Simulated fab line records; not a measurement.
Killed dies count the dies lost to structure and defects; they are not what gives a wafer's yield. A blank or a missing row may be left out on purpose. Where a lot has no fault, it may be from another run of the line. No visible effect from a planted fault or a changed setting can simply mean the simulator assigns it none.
Matching of chambers :: flow n5_finfet :: N5_BEOL_M0_SAQP_ETCH_73 on rie_diel-03: 4 sister chambers
The step etches SiARC in CF4, target depth 19.5 nm, time 32.5 s. 27 wafers are shown with their chamber, then 12 later ones without.

WAFERS PAIRED WITH THEIR CHAMBERS
wafer: L075.2
chamber: 3
drypump_motor_current_A (A): 5.5
etch_rf_on_time_s (s): 32.9
throttle_valve_pct (%): 15.95

wafer: L075.3
chamber: 0
drypump_motor_current_A (A): 5.4
etch_rf_on_time_s (s): 31.8
throttle_valve_pct (%): 15.67

wafer: L075.5
chamber: 0
drypump_motor_current_A (A): 5.4
etch_rf_on_time_s (s): 32.2
throttle_valve_pct (%): 15.67

wafer: L077.3
chamber: 1
drypump_motor_current_A (A): 5.9
etch_rf_on_time_s (s): 31.6
throttle_valve_pct (%): 16.02

wafer: L077.5
chamber: 1
drypump_motor_current_A (A): 5.9
etch_rf_on_time_s (s): 31.9
throttle_valve_pct (%): 16.02

wafer: L077.6
chamber: 0
drypump_motor_current_A (A): 5.4
etch_rf_on_time_s (s): 32.3
throttle_valve_pct (%): 15.65

wafer: L078.1
chamber: 1
drypump_motor_current_A (A): 5.9
etch_rf_on_time_s (s): 31.7
throttle_valve_pct (%): 16.02

wafer: L078.2
chamber: 0
drypump_motor_current_A (A): 5.4
etch_rf_on_time_s (s): 32.3
throttle_valve_pct (%): 15.68

wafer: L078.3
chamber: 2
drypump_motor_current_A (A): 5.3
etch_rf_on_time_s (s): 31.7
throttle_valve_pct (%): 15.86

wafer: L081.2
chamber: 1
drypump_motor_current_A (A): 5.9
etch_rf_on_time_s (s): 31.8
throttle_valve_pct (%): 16.03

wafer: L081.3
chamber: 2
drypump_motor_current_A (A): 5.3
etch_rf_on_time_s (s): 31.5
throttle_valve_pct (%): 15.87

wafer: L081.5
chamber: 1
drypump_motor_current_A (A): 5.9
etch_rf_on_time_s (s): 31.6
throttle_valve_pct (%): 16.02

wafer: L082.4
chamber: 3
drypump_motor_current_A (A): 5.5
etch_rf_on_time_s (s): 32.3
throttle_valve_pct (%): 15.98

wafer: L082.5
chamber: 0
drypump_motor_current_A (A): 5.4
etch_rf_on_time_s (s): 31.9
throttle_valve_pct (%): 15.68

wafer: L082.6
chamber: 3
drypump_motor_current_A (A): 5.5
etch_rf_on_time_s (s): 32.1
throttle_valve_pct (%): 16.00

wafer: L086.2
chamber: 3
drypump_motor_current_A (A): 5.5
etch_rf_on_time_s (s): 32.9
throttle_valve_pct (%): 16.01

wafer: L086.3
chamber: 1
drypump_motor_current_A (A): 6.0
etch_rf_on_time_s (s): 31.0
throttle_valve_pct (%): 15.53

wafer: L086.4
chamber: 2
drypump_motor_current_A (A): 5.3
etch_rf_on_time_s (s): 31.8
throttle_valve_pct (%): 15.90

wafer: L087.1
chamber: 2
drypump_motor_current_A (A): 5.3
etch_rf_on_time_s (s): 31.9
throttle_valve_pct (%): 15.91

wafer: L087.2
chamber: 1
drypump_motor_current_A (A): 5.9
etch_rf_on_time_s (s): 31.5
throttle_valve_pct (%): 15.55

wafer: L087.6
chamber: 1
drypump_motor_current_A (A): 5.9
etch_rf_on_time_s (s): 31.6
throttle_valve_pct (%): 15.55

wafer: L088.2
chamber: 0
drypump_motor_current_A (A): 5.4
etch_rf_on_time_s (s): 32.1
throttle_valve_pct (%): 15.71

wafer: L088.5
chamber: 2
drypump_motor_current_A (A): 5.3
etch_rf_on_time_s (s): 31.7
throttle_valve_pct (%): 15.92

wafer: L088.6
chamber: 1
drypump_motor_current_A (A): 5.9
etch_rf_on_time_s (s): 31.3
throttle_valve_pct (%): 15.56

wafer: L092.4
chamber: 1
drypump_motor_current_A (A): 5.9
etch_rf_on_time_s (s): 31.0
throttle_valve_pct (%): 15.57

wafer: L092.5
chamber: 1
drypump_motor_current_A (A): 5.9
etch_rf_on_time_s (s): 31.5
throttle_valve_pct (%): 15.56

wafer: L092.6
chamber: 2
drypump_motor_current_A (A): 5.3
etch_rf_on_time_s (s): 31.7
throttle_valve_pct (%): 15.91

SIGNATURES (means of the wafers above)
reading: drypump_motor_current_A
chamber 0: 5.400
chamber 1: 5.909
chamber 2: 5.300
chamber 3: 5.500
scatter within a chamber: 0.0199

reading: etch_rf_on_time_s
chamber 0: 32.100
chamber 1: 31.500
chamber 2: 31.717
chamber 3: 32.550
scatter within a chamber: 0.27

reading: throttle_valve_pct
chamber 0: 15.6767
chamber 1: 15.7664
chamber 2: 15.8950
chamber 3: 15.9850
scatter within a chamber: 0.162
Rule: for each reading, subtract the chamber's mean from the wafer's reading, divide by that reading's scatter and square the result; add these up over the readings and take the root, which gives the wafer's distance from the chamber. The wafer belongs to the nearest chamber; if the next one is less than 2 further off, it can't be placed. The scatter: the root of (the sum of the squares of (reading less its chamber's mean) over the shown wafers, divided by (wafers less chambers)).

WAFERS WITH NO CHAMBER GIVEN
wafer: L093.1
drypump_motor_current_A (A): 5.5
etch_rf_on_time_s (s): 32.8
throttle_valve_pct (%): 16.03

wafer: L093.2
drypump_motor_current_A (A): 5.4
etch_rf_on_time_s (s): 32.2
throttle_valve_pct (%): 15.72

wafer: L093.4
drypump_motor_current_A (A): 5.3
etch_rf_on_time_s (s): 32.0
throttle_valve_pct (%): 15.91

wafer: L094.1
drypump_motor_current_A (A): 5.4
etch_rf_on_time_s (s): 32.4
throttle_valve_pct (%): 15.94

wafer: L094.2
drypump_motor_current_A (A): 5.4
etch_rf_on_time_s (s): 32.7
throttle_valve_pct (%): 16.04

wafer: L094.3
drypump_motor_current_A (A): 5.9
etch_rf_on_time_s (s): 31.3
throttle_valve_pct (%): 15.58

wafer: L096.3
drypump_motor_current_A (A): 5.9
etch_rf_on_time_s (s): 31.2
throttle_valve_pct (%): 15.58

wafer: L096.5
drypump_motor_current_A (A): 5.9
etch_rf_on_time_s (s): 31.2
throttle_valve_pct (%): 15.58

wafer: L096.6
drypump_motor_current_A (A): 5.5
etch_rf_on_time_s (s): 32.6
throttle_valve_pct (%): 15.75

wafer: L097.1
drypump_motor_current_A (A): 5.4
etch_rf_on_time_s (s): 31.7
throttle_valve_pct (%): 15.95

wafer: L097.5
drypump_motor_current_A (A): 5.3
etch_rf_on_time_s (s): 32.2
throttle_valve_pct (%): 15.92

wafer: L097.6
drypump_motor_current_A (A): 5.5
etch_rf_on_time_s (s): 32.5
throttle_valve_pct (%): 16.03

CHAMBER TAKEN BY EACH
wafer: L093.1
from the rows above: 3
in truth: 3

wafer: L093.2
from the rows above: 0
in truth: 0

wafer: L093.4
from the rows above: 2
in truth: 2

wafer: L094.1
from the rows above: 0
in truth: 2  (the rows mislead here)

wafer: L094.2
from the rows above: can't be placed: 0 or 3
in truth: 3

wafer: L094.3
from the rows above: 1
in truth: 1

wafer: L096.3
from the rows above: 1
in truth: 1

wafer: L096.5
from the rows above: 1
in truth: 1

wafer: L096.6
from the rows above: 3
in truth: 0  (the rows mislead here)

wafer: L097.1
from the rows above: 0
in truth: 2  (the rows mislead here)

wafer: L097.5
from the rows above: 2
in truth: 2

wafer: L097.6
from the rows above: 3
in truth: 3
8 of 12 placed correctly. Can't be placed from these rows: 1 (the true chamber is among the candidates in 1). Placed wrongly: 3.
